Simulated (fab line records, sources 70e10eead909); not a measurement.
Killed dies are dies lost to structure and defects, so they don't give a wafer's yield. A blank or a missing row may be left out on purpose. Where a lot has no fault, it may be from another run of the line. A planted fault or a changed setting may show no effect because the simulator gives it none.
Matching of chambers || flow nand-harc || cmp-04 running NHARC_P_STI_CMP_21: 4 sister chambers
The step polishes, t overpolish 20 s, target thk 380.67 nm. 18 wafers are shown with their chamber, then 9 later ones without.

WAFERS, EACH WITH ITS CHAMBER
{"wafer": "L074.1", "chamber": 3, "motor-current-A (A)": 11.4, "retaining-ring-pressure-frac": 1.001, "slurry-flow-ml-min": 149.7}
{"wafer": "L074.2", "chamber": 2, "motor-current-A (A)": 10.1, "retaining-ring-pressure-frac": 1.000, "slurry-flow-ml-min": 149.9}
{"wafer": "L074.5", "chamber": 2, "motor-current-A (A)": 10.6, "retaining-ring-pressure-frac": 1.006, "slurry-flow-ml-min": 149.9}
{"wafer": "L076.1", "chamber": 3, "motor-current-A (A)": 11.4, "retaining-ring-pressure-frac": 1.010, "slurry-flow-ml-min": 149.4}
{"wafer": "L076.5", "chamber": 0, "motor-current-A (A)": 14.1, "retaining-ring-pressure-frac": 1.004, "slurry-flow-ml-min": 149.9}
{"wafer": "L076.6", "chamber": 3, "motor-current-A (A)": 11.2, "retaining-ring-pressure-frac": 0.999, "slurry-flow-ml-min": 149.3}
{"wafer": "L078.3", "chamber": 2, "motor-current-A (A)": 10.3, "retaining-ring-pressure-frac": 1.005, "slurry-flow-ml-min": 150.4}
{"wafer": "L078.4", "chamber": 3, "motor-current-A (A)": 11.7, "retaining-ring-pressure-frac": 1.001, "slurry-flow-ml-min": 150.2}
{"wafer": "L078.5", "chamber": 0, "motor-current-A (A)": 13.1, "retaining-ring-pressure-frac": 1.005, "slurry-flow-ml-min": 150.8}
{"wafer": "L081.2", "chamber": 1, "motor-current-A (A)": 12.1, "retaining-ring-pressure-frac": 0.999, "slurry-flow-ml-min": 150.6}
{"wafer": "L081.3", "chamber": 3, "motor-current-A (A)": 12.0, "retaining-ring-pressure-frac": 1.008, "slurry-flow-ml-min": 149.5}
{"wafer": "L081.4", "chamber": 2, "motor-current-A (A)": 9.9, "retaining-ring-pressure-frac": 0.997, "slurry-flow-ml-min": 149.2}
{"wafer": "L084.1", "chamber": 1, "motor-current-A (A)": 12.2, "retaining-ring-pressure-frac": 0.993, "slurry-flow-ml-min": 150.2}
{"wafer": "L084.4", "chamber": 2, "motor-current-A (A)": 10.7, "retaining-ring-pressure-frac": 0.992, "slurry-flow-ml-min": 151.2}
{"wafer": "L084.6", "chamber": 2, "motor-current-A (A)": 10.3, "retaining-ring-pressure-frac": 0.996, "slurry-flow-ml-min": 150.9}
{"wafer": "L087.1", "chamber": 3, "motor-current-A (A)": 11.8, "retaining-ring-pressure-frac": 1.004, "slurry-flow-ml-min": 150.0}
{"wafer": "L087.3", "chamber": 1, "motor-current-A (A)": 12.0, "retaining-ring-pressure-frac": 1.001, "slurry-flow-ml-min": 150.2}
{"wafer": "L087.5", "chamber": 1, "motor-current-A (A)": 12.5, "retaining-ring-pressure-frac": 1.004, "slurry-flow-ml-min": 150.1}

SIGNATURES (means of the wafers above)
{"reading": "motor-current-A", "chamber 0": 13.600, "chamber 1": 12.200, "chamber 2": 10.317, "chamber 3": 11.583, "scatter within a chamber": 0.331}
{"reading": "retaining-ring-pressure-frac", "chamber 0": 1.00450, "chamber 1": 0.99925, "chamber 2": 0.99933, "chamber 3": 1.00383, "scatter within a chamber": 0.00469}
{"reading": "slurry-flow-ml-min", "chamber 0": 150.350, "chamber 1": 150.275, "chamber 2": 150.250, "chamber 3": 149.683, "scatter within a chamber": 0.526}
Rule: a wafer lies at a distance from a chamber equal to the root of the sum of squares, over the readings, of (its reading less the chamber's mean, divided by the reading's scatter). If the next closest chamber is less than 2 further off than the closest, the wafer can't be placed; otherwise it belongs to the closest. How the scatter is found: for the shown wafers, subtract from each reading the mean of its chamber, square and add these, divide the total by (wafers less chambers), then take the root.

WAFERS MISSING THEIR CHAMBER
{"wafer": "L091.1", "motor-current-A (A)": 11.9, "retaining-ring-pressure-frac": 0.998, "slurry-flow-ml-min": 151.1}
{"wafer": "L091.3", "motor-current-A (A)": 12.3, "retaining-ring-pressure-frac": 1.007, "slurry-flow-ml-min": 150.1}
{"wafer": "L091.4", "motor-current-A (A)": 10.3, "retaining-ring-pressure-frac": 0.994, "slurry-flow-ml-min": 149.9}
{"wafer": "L095.1", "motor-current-A (A)": 13.0, "retaining-ring-pressure-frac": 1.004, "slurry-flow-ml-min": 149.5}
{"wafer": "L095.2", "motor-current-A (A)": 12.0, "retaining-ring-pressure-frac": 0.998, "slurry-flow-ml-min": 150.9}
{"wafer": "L095.4", "motor-current-A (A)": 10.3, "retaining-ring-pressure-frac": 1.003, "slurry-flow-ml-min": 149.8}
{"wafer": "L097.1", "motor-current-A (A)": 11.7, "retaining-ring-pressure-frac": 0.999, "slurry-flow-ml-min": 149.5}
{"wafer": "L097.5", "motor-current-A (A)": 11.9, "retaining-ring-pressure-frac": 1.007, "slurry-flow-ml-min": 150.0}
{"wafer": "L097.6", "motor-current-A (A)": 11.7, "retaining-ring-pressure-frac": 0.994, "slurry-flow-ml-min": 149.9}

WHICH CHAMBER EACH ONE RAN IN
{"wafer": "L091.1", "from the rows above": "can't be placed: 1 or 3", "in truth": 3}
{"wafer": "L091.3", "from the rows above": "can't be placed: 1 or 3", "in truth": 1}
{"wafer": "L091.4", "from the rows above": 2, "in truth": 2}
{"wafer": "L095.1", "from the rows above": "can't be placed: 0 or 1 or 3", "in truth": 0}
{"wafer": "L095.2", "from the rows above": "can't be placed: 1 or 3", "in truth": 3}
{"wafer": "L095.4", "from the rows above": 2, "in truth": 2}
{"wafer": "L097.1", "from the rows above": "can't be placed: 3 or 1", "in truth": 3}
{"wafer": "L097.5", "from the rows above": "can't be placed: 3 or 1", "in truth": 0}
{"wafer": "L097.6", "from the rows above": "can't be placed: 1 or 3", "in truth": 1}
2 of 9 placed correctly. Not placeable from these rows: 7 (in 6, the candidates include the true chamber). Placed wrongly: 0.
